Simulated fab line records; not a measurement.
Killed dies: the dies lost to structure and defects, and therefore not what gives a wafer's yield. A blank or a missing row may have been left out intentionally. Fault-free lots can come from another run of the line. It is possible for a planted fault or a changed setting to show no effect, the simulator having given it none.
Which tool was responsible? ; flow n5 finfet ; 28 wafers from 10 lots sampled at 5 of the route's 1938 steps

## WHAT THE GAUGES SHOWED, per wafer
N5_BEOL_M4_RC_MEAS_101.
lot;measured;on;DIBL_N (mV/V)
L624;day 12 07:17;prober-01;36.6 38.5 40.1
L626;day 12 01:04;prober-02;42.7 36.7 42.0
L630;day 13 17:46;prober-01;36.3 39.2
L632;day 13 18:59;prober-02;38.7 36.7 37.4
L633;day 13 21:57;prober-01;37.6 40.3 38.8
L634;day 14 11:06;prober-02;34.1 36.3 34.2
L637;day 15 17:26;prober-01;34.6 36.4 39.1
L639;day 15 08:53;prober-01;40.9 37.4
L646;day 17 05:06;prober-02;39.4 36.0 38.5
L647;day 17 18:26;prober-02;36.5 33.3 36.9

## TOOL THAT RAN EACH LOT (tool first, then ch and the chambers of the sampled wafers, then the start)
lot;N5_HKMG_FIN_ETCH_86;N5_HKMG_FIN_ALD_71;N5_HKMG_FIN_ALD_21;N5_HKMG_FIN_CMP_23
L624;rie diel-01 ch 0,3, day 4 12:29;ald metal-02 ch 0,1, day 4 13:13;ald metal-02 ch 0,1,3, day 4 14:18;cmp-03 ch 0,2,3, day 4 14:55
L626;rie diel-01 ch 0,1, day 4 13:56;ald metal-01 ch 0,1,2, day 4 14:41;ald metal-02 ch 1,2, day 4 15:46;cmp-02 ch 2,3, day 4 16:25
L630;rie diel-04 ch 1, day 5 21:05;ald metal-02 ch 1,2, day 5 21:49;ald metal-01 ch 2,3, day 5 23:00;cmp-02 ch 1,2, day 5 23:46
L632;rie diel-01 ch 0,2,3, day 6 07:20;ald metal-01 ch 2,3, day 6 08:04;ald metal-01 ch 0,1,2, day 6 09:10;cmp-03 ch 2,3, day 6 09:41
L633;rie diel-05 ch 0,2,3, day 6 14:17;ald metal-01 ch 1,2,3, day 6 15:02;ald metal-03 ch 0,1,3, day 6 16:07;cmp-01 ch 1,3, day 6 16:40
L634;rie diel-01 ch 1,2,3, day 6 23:53;ald metal-02 ch 0,1, day 7 00:37;ald metal-01 ch 0,1,3, day 7 01:43;cmp-02 ch 0,3, day 7 02:14
L637;rie diel-04 ch 0,1,3, day 7 13:19;ald metal-01 ch 0,2,3, day 7 14:03;ald metal-01 ch 0,2,3, day 7 15:08;cmp-01 ch 0,3, day 7 15:40
L639;rie diel-04 ch 1,3, day 7 23:29;ald metal-02 ch 0,2, day 8 00:13;ald metal-01 ch 0,2, day 8 01:40;cmp-02 ch 1,2, day 8 02:12
L646;rie diel-01 ch 0,1, day 9 16:48;ald metal-02 ch 0,1,3, day 9 17:34;ald metal-02 ch 0,1,3, day 9 18:50;cmp-01 ch 0,1,2, day 9 19:36
L647;rie diel-01 ch 0,1,3, day 10 03:14;ald metal-02 ch 0,2,3, day 10 03:58;ald metal-03 ch 0,2,3, day 10 05:05;cmp-01 ch 1,2, day 10 05:37
- N5_HKMG_FIN_ETCH_86: etches SOC in N2/H2, stops on TiN, target depth 393.2 nm.
- N5_HKMG_FIN_ALD_71: deposits TiN, target thk 1 nm, pulse time 1 s, purge time 3 s.
- N5_HKMG_FIN_ALD_21: deposits TiN, target thk 1.5 nm, pulse time 1 s, purge time 3 s.
- N5_HKMG_FIN_CMP_23: polishes, stops on SiNx, t overpolish 10 s, target thk 46.326 nm.

## THE ANSWER, worked out from the rows above alone
Rule: the lots themselves supply what counts as usual. The widest of any qualifying gaps counts: lots, ordered by their means at a reading, are off when they make up no more than a third of the lots, leave a main group of 4 or more, and stand apart from it by 3 or more times the standard deviation of that group's means. A main group is skipped when, at the precision printed for the reading in the tables above, its means are all equal. A lot without any number at a reading at which 4 lots or more have one is off too. Where the step has rows for the other lots, those lots are counted as sound.
No lot is off at any reading shown: from this, nothing can be told.

## WHAT HAD BEEN PUT IN BY THE SIMULATOR
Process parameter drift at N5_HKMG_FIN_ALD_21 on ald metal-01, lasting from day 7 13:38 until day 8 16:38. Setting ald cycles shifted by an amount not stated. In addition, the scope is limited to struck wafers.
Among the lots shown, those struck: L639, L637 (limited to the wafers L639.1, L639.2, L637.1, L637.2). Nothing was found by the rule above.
